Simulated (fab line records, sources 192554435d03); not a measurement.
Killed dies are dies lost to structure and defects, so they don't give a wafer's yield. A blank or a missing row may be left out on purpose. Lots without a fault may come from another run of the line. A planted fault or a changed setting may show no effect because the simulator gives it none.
A struck lot beside a sound one | flow n5_finfet | 35 steps out of a route of 1938
Sound: wafers L159.3, L159.5, L159.6. Struck: wafer L163.5. The cause comes at the end.
At each step with rows: each side's tool, then ch and its chambers, then its first start. Under that, the readings that differ: sound wafers | struck wafers | difference of the means | sigmas: that difference in standard deviations of wafers without a fault.
alike: readings whose means differ by less than 2 such deviations, and words and numbers that are the same on both sides. not compared: withheld readings, readings that some wafer has no value for, bounds like >300 that may hide the same value, and numbers for which the record gives no deviation and whose values overlap.
The two part at a step that has a row with sigmas, a row that says differs or no value, or rows on one side only. Numbers that don't overlap but have no deviation are shown without sigmas and don't part them. A reading that every wafer of one side lacks parts them only if that side has two wafers or more.

first, 9 steps without rows for these wafers: N5_BEOL_M15_COAT_22 (resist thk 800 nm); N5_BEOL_M15_EBR_24; N5_BEOL_M15_SOFTBAKE_23 (time 60 s); N5_BEOL_M15_EXPOSE_25 (exposes mask M15, target cd 400 nm); N5_BEOL_M15_PEB_26 (peb time 90 s); N5_BEOL_M15_DEVELOP_27 (develop time 45 s); N5_BEOL_M15_HARDBAKE_32 (time 120 s); N5_BEOL_M15_DESCUM_33 (chemistry O2, time 7.9 s); N5_BEOL_M15_ETCH_61 (etches BARC in N2/H2, target depth 89 nm, overetch 26.7 nm, time 67.9 s).
N5_BEOL_M15_TRENCH_ETCH_34: etches SiO2 in C4F8/O2/Ar, target depth 872.93 nm, time 199 s.
  sound on rie_diel-06 ch 0,3, day 11 14:36; struck on rie_diel-06 ch 0, day 12 20:33
  alike: C4F8_flow_sccm, bias_w, drypump_motor_current_A, oes_product_au, rf_vpp_V, showerhead_plenum_p_Torr, throttle_valve_pct
  not compared: rf_hours_counter_h
then, 24 steps without rows for these wafers: N5_BEOL_M15_STRIP_36 (strips in O2); N5_BEOL_M15_STRIP_62 (strips in O2); N5_BEOL_M15_STRIP_37 (strips in O2); N5_BEOL_M15_ETCH_38 (etches SiCN in CF4/N2, target depth 106.4 nm, time 120.5 s); N5_BEOL_M15_PRECLEAN_39 (cleans in residue remover, time 60 s); N5_BEOL_M15_SRD_40 (time 30 s, dry time 30 s); N5_BEOL_M15_DEGAS_41 (time 60 s); N5_BEOL_M15_PRE_CLEAN_42 (time 30 s); N5_BEOL_M15_SPUTTER_43 (material TaN, target thk 15 nm, time 24.19 s); N5_BEOL_M15_SPUTTER_44 (material Ta, target thk 15 nm, time 24.19 s); N5_BEOL_M15_SPUTTER_45 (material Cu, target thk 100 nm, time 16.67 s); N5_BEOL_M15_ECD_47 (material Cu, target thk 1860 nm); N5_BEOL_M15_ANNEAL_48 (time 90 s); N5_BEOL_M15_CMP_49 (polishes, stops on SiO2, t overpolish 4.9 s, target thk 850 nm); N5_BEOL_M15_PRE_CLEAN_52 (time 15 s); N5_BEOL_M15_DEP_53 (deposits SiCN from 3MS/NH3, target thk 50 nm, time 17.8 s); N5_PASSIVATION_PECVD_00 (deposits SiO2 from SiH4/N2O, target thk 200 nm, time 11.2 s); N5_MIM_BOT_DEGAS_01 (time 60 s); N5_MIM_BOT_SPUTTER_00 (material TiN, target thk 35 nm, time 89.7 s); N5_MIM_TOP_ALD_00 (deposits Al2O3, purge time 3 s, co reactant pulse time 3 s); N5_MIM_TOP_ALD_01 (deposits HfO2, target thk 5.6 nm, pulse time 1 s, purge time 3 s); N5_MIM_TOP_ALD_02 (deposits Al2O3, purge time 3 s, co reactant pulse time 3 s); N5_MIM_TOP_DEGAS_04 (time 60 s); N5_MIM_TOP_SPUTTER_03 (material TiN, target thk 35 nm, time 89.7 s).
N5_PASSIVATION_PROBE_49:
  sound on prober-02, day 12 08:08; struck on prober-02, day 13 18:33
  reading         | sound   | struck | difference | sigmas
  killed_at_M4_up | 12 12 5 | 32     | +22        | +4
  alike: defect_limited_yield, killed_at_M0_to_M3, killed_at_contacts, killed_at_front_end, killed_at_other, killed_dies, killed_open, killed_short, sort_bin_5_function, sort_bin_6_memory, sort_n_pass, sort_yield_pct

WHERE THEY PART
Only at N5_PASSIVATION_PROBE_49, within this record.

WHY: what the simulator had put in
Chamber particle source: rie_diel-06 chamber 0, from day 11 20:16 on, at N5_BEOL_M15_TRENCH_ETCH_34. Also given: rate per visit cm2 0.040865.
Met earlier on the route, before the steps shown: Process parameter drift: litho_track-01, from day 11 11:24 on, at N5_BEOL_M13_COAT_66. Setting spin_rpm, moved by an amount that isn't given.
